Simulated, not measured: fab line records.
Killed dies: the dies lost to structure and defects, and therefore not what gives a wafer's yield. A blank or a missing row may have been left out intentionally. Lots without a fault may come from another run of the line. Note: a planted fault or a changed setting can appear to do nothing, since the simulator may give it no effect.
What tool caused it?    flow nand harc    24 lots, 72 wafers sampled, at 6 steps of a route of 1302

== WHAT THE GAUGES READ, wafer by wafer ==
The record lacks any reading of a measuring or inspecting step that a usual standard deviation could be used to judge.

== EACH LOT AND THE TOOL THAT RAN IT (in order: tool; ch and the chambers of the sampled wafers; start) ==
lot   NHARC_A_CHANNEL_HOLE_D2_ETCH_22   NHARC_A_CHANNEL_HOLE_D2_ETCH_23   NHARC_A_CHANNEL_HOLE_D2_ETCH_27   NHARC_A_CHANNEL_HOLE_D2_XSEM_32  NHARC_A_CHANNEL_FILL_D2_ALD_15                  NHARC_A_CHANNEL_FILL_D2_ETCHBACK_20
L074  har etch-02 ch 0,1, day 12 20:11  har etch-02 ch 0,1, day 12 20:44  har etch-02 ch 0,1, day 12 23:19  xsem-02 ch 0, day 13 00:58       ald sin batch-01 ch 0, day 13 22:36 or earlier  rie diel-02 ch 1,2,3, day 13 22:36
L075  har etch-01 ch 0,1, day 13 22:10  har etch-01 ch 0,1, day 13 22:45  har etch-01 ch 0,1, day 14 01:14  xsem-02 ch 0, day 14 02:50       ald sin batch-02 ch 0, day 15 07:17 or earlier  rie diel-02 ch 0,2,3, day 15 07:17
L076  har etch-02 ch 0,1, day 14 01:52  har etch-02 ch 0,1, day 14 02:26  har etch-02 ch 0,1, day 14 04:59  xsem-01 ch 0, day 14 06:37       ald sin batch-02 ch 0, day 15 07:19 or earlier  rie diel-12 ch 0,2,3, day 15 07:19
L078  har etch-02 ch 0,1, day 14 13:41  har etch-02 ch 0,1, day 14 14:17  har etch-02 ch 0,1, day 14 16:41  xsem-02 ch 0, day 14 18:18       ald sin batch-02 ch 0, day 15 19:15 or earlier  rie diel-12 ch 0,3, day 15 19:15
L077  har etch-01 ch 0,1, day 14 23:58  har etch-01 ch 0,1, day 15 00:35  har etch-01 ch 0,1, day 15 02:58  xsem-01 ch 0, day 15 04:34       ald sin batch-02 ch 0, day 16 05:04 or earlier  rie diel-12 ch 0,1,3, day 16 05:04
L079  har etch-02 ch 0,1, day 15 01:43  har etch-02 ch 0,1, day 15 02:18  har etch-02 ch 0,1, day 15 04:46  xsem-02 ch 0, day 15 06:22       ald sin batch-02 ch 0, day 16 05:04 or earlier  rie diel-02 ch 0,1, day 16 05:04
L081  har etch-02 ch 0,1, day 15 17:25  har etch-02 ch 0,1, day 15 18:01  har etch-02 ch 0,1, day 15 20:30  xsem-01 ch 0, day 15 22:06       ald sin batch-01 ch 0, day 16 23:40 or earlier  rie diel-12 ch 0,1,3, day 16 23:40
L080  har etch-02 ch 0,1, day 16 01:34  har etch-02 ch 0,1, day 16 02:08  har etch-02 ch 0,1, day 16 04:41  xsem-02 ch 0, day 16 06:19       ald sin batch-03 ch 0, day 17 07:10 or earlier  rie diel-12 ch 2,3, day 17 07:10
L084  har etch-01 ch 0,1, day 16 19:28  har etch-01 ch 0,1, day 16 20:02  har etch-01 ch 0,1, day 16 22:34  xsem-02 ch 0, day 17 00:12       ald sin batch-01 ch 0, day 18 03:26 or earlier  rie diel-12 ch 1,2,3, day 18 03:26
L082  har etch-01 ch 0,1, day 16 23:43  har etch-01 ch 0,1, day 17 00:19  har etch-01 ch 0,1, day 17 02:45  xsem-01 ch 0, day 17 04:22       ald sin batch-01 ch 0, day 18 03:26 or earlier  rie diel-02 ch 0,1,3, day 18 03:26
L083  har etch-02 ch 0,1, day 17 11:22  har etch-02 ch 0,1, day 17 11:56  har etch-02 ch 0,1, day 17 14:27  xsem-02 ch 0, day 17 16:15       ald sin batch-03 ch 0, day 18 16:28 or earlier  rie diel-12 ch 1,2,3, day 18 16:28
L086  har etch-01 ch 0, day 17 16:15    har etch-01 ch 0, day 17 16:50    har etch-01 ch 0, day 17 19:18    xsem-01 ch 0, day 17 20:54       ald sin batch-03 ch 0, day 18 07:32             rie diel-12 ch 0,1,3, day 18 22:30
L085  har etch-02 ch 1, day 17 19:25    har etch-02 ch 1, day 17 20:01    har etch-02 ch 1, day 17 22:28    xsem-02 ch 0, day 18 00:04       ald sin batch-01 ch 0, day 18 10:43             rie diel-02 ch 0,2,3, day 18 22:31
L087  har etch-01 ch 0,1, day 18 11:58  har etch-01 ch 0,1, day 18 12:31  har etch-01 ch 0,1, day 18 15:03  xsem-01 ch 0, day 18 16:40       ald sin batch-03 ch 0, day 19 17:08 or earlier  rie diel-02 ch 0,1,2, day 19 17:08
L089  har etch-01 ch 0,1, day 19 17:26  har etch-01 ch 0,1, day 19 18:02  har etch-01 ch 0,1, day 19 20:29  xsem-01 ch 0, day 19 22:06       ald sin batch-02 ch 0, day 21 02:01 or earlier  rie diel-02 ch 1,2,3, day 21 02:01
L088  har etch-02 ch 0,1, day 19 17:38  har etch-02 ch 0,1, day 19 18:14  har etch-02 ch 0,1, day 19 20:41  xsem-02 ch 0, day 19 22:18       ald sin batch-02 ch 0, day 21 02:04 or earlier  rie diel-12 ch 1,3, day 21 02:04
L090  har etch-01 ch 0,1, day 19 23:21  har etch-01 ch 0,1, day 19 23:58  har etch-01 ch 0,1, day 20 02:21  xsem-01 ch 0, day 20 03:56       ald sin batch-02 ch 0, day 21 02:05 or earlier  rie diel-11 ch 1,2, day 21 02:05
L091  har etch-02 ch 0,1, day 19 23:36  har etch-02 ch 0,1, day 20 00:11  har etch-02 ch 0,1, day 20 02:43  xsem-02 ch 0, day 20 04:21       ald sin batch-02 ch 0, day 21 02:01 or earlier  rie diel-12 ch 0,1,3, day 21 02:01
L092  har etch-02 ch 0,1, day 20 22:25  har etch-02 ch 0,1, day 20 22:59  har etch-02 ch 0,1, day 21 01:31  xsem-02 ch 0, day 21 03:10       ald sin batch-01 ch 0, day 22 04:50 or earlier  rie diel-02 ch 2,3, day 22 04:50
L093  har etch-01 ch 0,1, day 21 09:31  har etch-01 ch 0,1, day 21 10:05  har etch-01 ch 0,1, day 21 12:37  xsem-02 ch 0, day 21 14:16       ald sin batch-01 ch 0, day 22 17:51 or earlier  rie diel-02 ch 0,2,3, day 22 17:51
L094  har etch-01 ch 0,1, day 21 19:22  har etch-01 ch 0,1, day 21 19:57  har etch-01 ch 0,1, day 21 22:24  xsem-02 ch 0, day 22 00:00       ald sin batch-01 ch 0, day 23 00:28 or earlier  rie diel-12 ch 1,3, day 23 00:28
L095  har etch-02 ch 0, day 21 19:31    har etch-02 ch 0, day 21 20:05    har etch-02 ch 0, day 21 22:33    xsem-01 ch 0, day 22 00:09       ald sin batch-01 ch 0, day 23 00:28 or earlier  rie diel-02 ch 0,3, day 23 00:28
L096  har etch-01 ch 0,1, day 22 15:38  har etch-01 ch 0,1, day 22 16:15  har etch-01 ch 0,1, day 22 18:37  xsem-01 ch 0, day 22 20:11       ald sin batch-02 ch 0, day 23 21:58 or earlier  rie diel-02 ch 1,2,3, day 23 21:58
L097  har etch-02 ch 0,1, day 23 04:58  har etch-02 ch 0,1, day 23 05:32  har etch-02 ch 0,1, day 23 08:05  xsem-01 ch 0, day 23 09:43       ald sin batch-02 ch 0, day 24 00:09             rie diel-02 ch 0,2,3, day 24 15:02
- NHARC_A_CHANNEL_HOLE_D2_ETCH_22: etches the open film in C4F8/O2/Ar, time 666.7 s, target depth 1600 nm.
- NHARC_A_CHANNEL_HOLE_D2_ETCH_23: etches the open film in C4F8/O2/Ar, time 819 s, target depth 1600 nm.
- NHARC_A_CHANNEL_HOLE_D2_ETCH_27: etches the open film in C4F8/O2/Ar, time 90 s, target depth 400 nm.
- NHARC_A_CHANNEL_HOLE_D2_XSEM_32
- NHARC_A_CHANNEL_FILL_D2_ALD_15: deposits SiNx, target thk 2 nm, pulse time 60 s, ald cycles 19.
- NHARC_A_CHANNEL_FILL_D2_ETCHBACK_20: etches the open film in C4F8/O2/Ar, target depth 27 nm, time 13.5 s.

== AS READ BY THE TOOLS THEMSELVES (means over the sampled wafers that have a number; for cases with no such wafer, the mark the record gives instead) ==
NHARC_A_CHANNEL_HOLE_D2_ETCH_22. Usual: drypump motor current A 5.5 A, standard deviation 0.45; showerhead plenum p Torr 3.70 Torr, standard deviation 0.14; throttle valve pct 32.156 %, standard deviation 0.0095.
lot   tool         drypump motor current A (A)  showerhead plenum p Torr (Torr)  throttle valve pct (%)  flag
L074  har etch-02  5.3                          3.59                             32.158                  
L075  har etch-01  5.4                          3.68                             32.148                  
L076  har etch-02  5.3                          3.58                             32.156                  
L078  har etch-02  5.3                          3.57                             32.150                  
L077  har etch-01  5.5                          3.64                             32.153                  
L079  har etch-02  5.3                          3.57                             32.165                  
L081  har etch-02  5.3                          3.56                             32.156                  
L080  har etch-02  5.3                          3.56                             32.156                  
L084  har etch-01  5.5                          3.63                             32.158                  
L082  har etch-01  5.3                          3.65                             32.155                  
L083  har etch-02  5.7                          3.93                             32.156                  
L086  har etch-01  5.6                          3.60                             32.158                  
L085  har etch-02  6.1                          3.93                             32.156                  
L087  har etch-01  5.5                          3.61                             32.150                  
L089  har etch-01  5.5                          3.61                             32.160                  
L088  har etch-02  5.3                          3.92                             32.153                  
L090  har etch-01  5.5                          3.60                             32.154                  
L091  har etch-02  5.3                          3.91                             32.157                  
L092  har etch-02  5.3                          3.91                             32.156                  
L093  har etch-01  5.3                          3.61                             32.160                  
L094  har etch-01  5.4                          3.61                             32.151                  
L095  har etch-02  4.9                          3.90                             32.141                  
L096  har etch-01  5.3                          3.61                             32.153                  
L097  har etch-02  5.3                          3.89                             32.155                  

NHARC_A_CHANNEL_HOLE_D2_ETCH_23. Usual: drypump motor current A 5.5 A, standard deviation 0.45; showerhead plenum p Torr 3.70 Torr, standard deviation 0.14; throttle valve pct 32.154 %, standard deviation 0.0092.
lot   tool         drypump motor current A (A)  showerhead plenum p Torr (Torr)  throttle valve pct (%)  flag
L074  har etch-02  5.3                          3.58                             32.149                  
L075  har etch-01  5.4                          3.68                             32.162                  
L076  har etch-02  5.3                          3.58                             32.150                  
L078  har etch-02  5.3                          3.57                             32.143                  
L077  har etch-01  5.5                          3.64                             32.156                  
L079  har etch-02  5.3                          3.57                             32.146                  
L081  har etch-02  5.3                          3.56                             32.157                  
L080  har etch-02  5.3                          3.56                             32.156                  
L084  har etch-01  5.5                          3.63                             32.150                  
L082  har etch-01  5.3                          3.65                             32.160                  
L083  har etch-02  5.7                          3.93                             32.157                  
L086  har etch-01  5.6                          3.60                             32.151                  
L085  har etch-02  6.1                          3.93                             32.152                  
L087  har etch-01  5.5                          3.61                             32.157                  
L089  har etch-01  5.5                          3.61                             32.155                  
L088  har etch-02  5.3                          3.92                             32.156                  
L090  har etch-01  5.5                          3.60                             32.157                  
L091  har etch-02  5.3                          3.91                             32.154                  
L092  har etch-02  5.3                          3.91                             32.165                  
L093  har etch-01  5.3                          3.61                             32.153                  
L094  har etch-01  5.3                          3.61                             32.157                  
L095  har etch-02  4.9                          3.90                             32.155                  
L096  har etch-01  5.3                          3.61                             32.148                  
L097  har etch-02  5.3                          3.89                             32.157                  

NHARC_A_CHANNEL_HOLE_D2_ETCH_27. Usual: drypump motor current A 5.5 A, standard deviation 0.45; showerhead plenum p Torr 3.74 Torr, standard deviation 0.15; throttle valve pct 27.618 %, standard deviation 0.0092.
lot   tool         drypump motor current A (A)  showerhead plenum p Torr (Torr)  throttle valve pct (%)  flag
L074  har etch-02  5.3                          3.62                             27.616                  
L075  har etch-01  5.3                          3.71                             27.620                  
L076  har etch-02  5.3                          3.61                             27.613                  
L078  har etch-02  5.3                          3.61                             27.615                  
L077  har etch-01  5.5                          3.68                             27.618                  
L079  har etch-02  5.3                          3.60                             27.620                  
L081  har etch-02  5.3                          3.60                             27.615                  
L080  har etch-02  5.3                          3.60                             27.619                  
L084  har etch-01  5.5                          3.67                             27.618                  
L082  har etch-01  5.3                          3.69                             27.610                  
L083  har etch-02  5.7                          3.98                             27.619                  
L086  har etch-01  5.7                          3.64                             27.622                  
L085  har etch-02  6.1                          3.97                             27.616                  
L087  har etch-01  5.5                          3.65                             27.626                  
L089  har etch-01  5.5                          3.64                             27.616                  
L088  har etch-02  5.3                          3.96                             27.612                  
L090  har etch-01  5.5                          3.64                             27.613                  
L091  har etch-02  5.3                          3.96                             27.612                  
L092  har etch-02  5.3                          3.95                             27.615                  
L093  har etch-01  5.3                          3.65                             27.623                  
L094  har etch-01  5.4                          3.65                             27.616                  
L095  har etch-02  5.0                          3.94                             27.614                  
L096  har etch-01  5.4                          3.64                             27.622                  
L097  har etch-02  5.3                          3.93                             27.621                  

NHARC_A_CHANNEL_HOLE_D2_XSEM_32. Usual: bot cd nm 74.5 nm, standard deviation 0.96; bow nm 8.58 nm, standard deviation 0.27; tilt deg 0.08 degrees, standard deviation 0.041.
lot   tool     bot cd nm (nm)  bow nm (nm)  tilt deg (degrees)  flag
L074  xsem-02  74.3            8.88         0.11                
L075  xsem-02  73.9            8.85         0.14                
L076  xsem-01  74.1            8.08         0.11                
L078  xsem-02  73.7            8.48         0.09                
L077  xsem-01  73.9            8.62         0.03                
L079  xsem-02  74.6            8.54         0.10                
L081  xsem-01  73.9            8.19         0.00                
L080  xsem-02  74.4            8.55         0.06                
L084  xsem-02  73.7            8.74         0.07                
L082  xsem-01  75.7            8.30         0.08                
L083  xsem-02  74.7            8.31         0.09                
L086  xsem-01  74.3            9.04         0.02                
L085  xsem-02  75.3            8.92         0.10                
L087  xsem-01  75.3            9.10         0.06                
L089  xsem-01  75.5            8.69         0.02                
L088  xsem-02  73.5            8.56         0.05                
L090  xsem-01  74.7            8.35         0.07                
L091  xsem-02  76.4            8.38         0.04                
L092  xsem-02  74.6            8.65         0.11                
L093  xsem-02  73.9            8.24         0.04                
L094  xsem-02  74.4            8.16         0.10                
L095  xsem-01  74.8            8.87         0.13                
L096  xsem-01  75.1            8.59         0.16                
L097  xsem-01  73.6            8.80         0.05                

NHARC_A_CHANNEL_FILL_D2_ALD_15. Usual: precursor pulse height rel at 1.001, with a standard deviation of 0.02.
lot   tool              precursor pulse height rel  flag
L074  ald sin batch-01  0.995                       
L075  ald sin batch-02  1.006                       
L076  ald sin batch-02  1.001                       
L078  ald sin batch-02  1.001                       
L077  ald sin batch-02  1.004                       
L079  ald sin batch-02  0.986                       
L081  ald sin batch-01  1.014                       
L080  ald sin batch-03  0.987                       
L084  ald sin batch-01  0.978                       
L082  ald sin batch-01  0.991                       
L083  ald sin batch-03  1.025                       
L086  ald sin batch-03  0.987                       
L085  ald sin batch-01  1.032                       
L087  ald sin batch-03  0.998                       
L089  ald sin batch-02  1.006                       
L088  ald sin batch-02  1.015                       
L090  ald sin batch-02  1.006                       
L091  ald sin batch-02  1.002                       
L092  ald sin batch-01  1.010                       
L093  ald sin batch-01  1.015                       
L094  ald sin batch-01  0.985                       
L095  ald sin batch-01  1.000                       
L096  ald sin batch-02  0.998                       
L097  ald sin batch-02  0.998                       

NHARC_A_CHANNEL_FILL_D2_ETCHBACK_20. Usual: oes product au 0.978 a.u., standard deviation 0.028; rf vpp V 979 V, standard deviation 7.6.
lot   tool         oes product au (a.u.)  rf vpp V (V)  flag
L074  rie diel-02  0.991                  981           
L075  rie diel-02  1.002                  981           
L076  rie diel-12  0.997                  979           
L078  rie diel-12  0.965                  982           
L077  rie diel-12  1.008                  981           
L079  rie diel-02  0.984                  970           
L081  rie diel-12  1.002                  981           
L080  rie diel-12  1.000                  974           
L084  rie diel-12  0.998                  978           
L082  rie diel-02  0.996                  975           
L083  rie diel-12  0.925                  979           
L086  rie diel-12  0.990                  980           
L085  rie diel-02  0.952                  981           
L087  rie diel-02  0.996                  976           
L089  rie diel-02  0.961                  981           
L088  rie diel-12  0.977                  979           
L090  rie diel-11  1.002                  980           
L091  rie diel-12  0.957                  980           
L092  rie diel-02  0.963                  987           
L093  rie diel-02  1.002                  981           
L094  rie diel-12  0.922                  980           
L095  rie diel-02  0.963                  979           
L096  rie diel-02  0.923                  981           
L097  rie diel-02  0.993                  981           

== THE ANSWER, worked out from the rows above alone ==
Rule: lot off if the mean of its wafers having a number is beyond 3 standard deviations from the usual mean. Also off: a lot with no number at a reading for which 4 or more lots have one. Any other lot the step has rows for is counted as sound. Order of review: gauges by route order, followed by the tools' own readings, for which a lot's mean as printed above is used. The first step at which some lot is off is used, and at that step the reading that is off furthest; a lot without a number counts as furthest.
Nothing can be told from this: no lot is off at any reading shown.

== WHAT THE SIMULATOR HAD INSERTED ==
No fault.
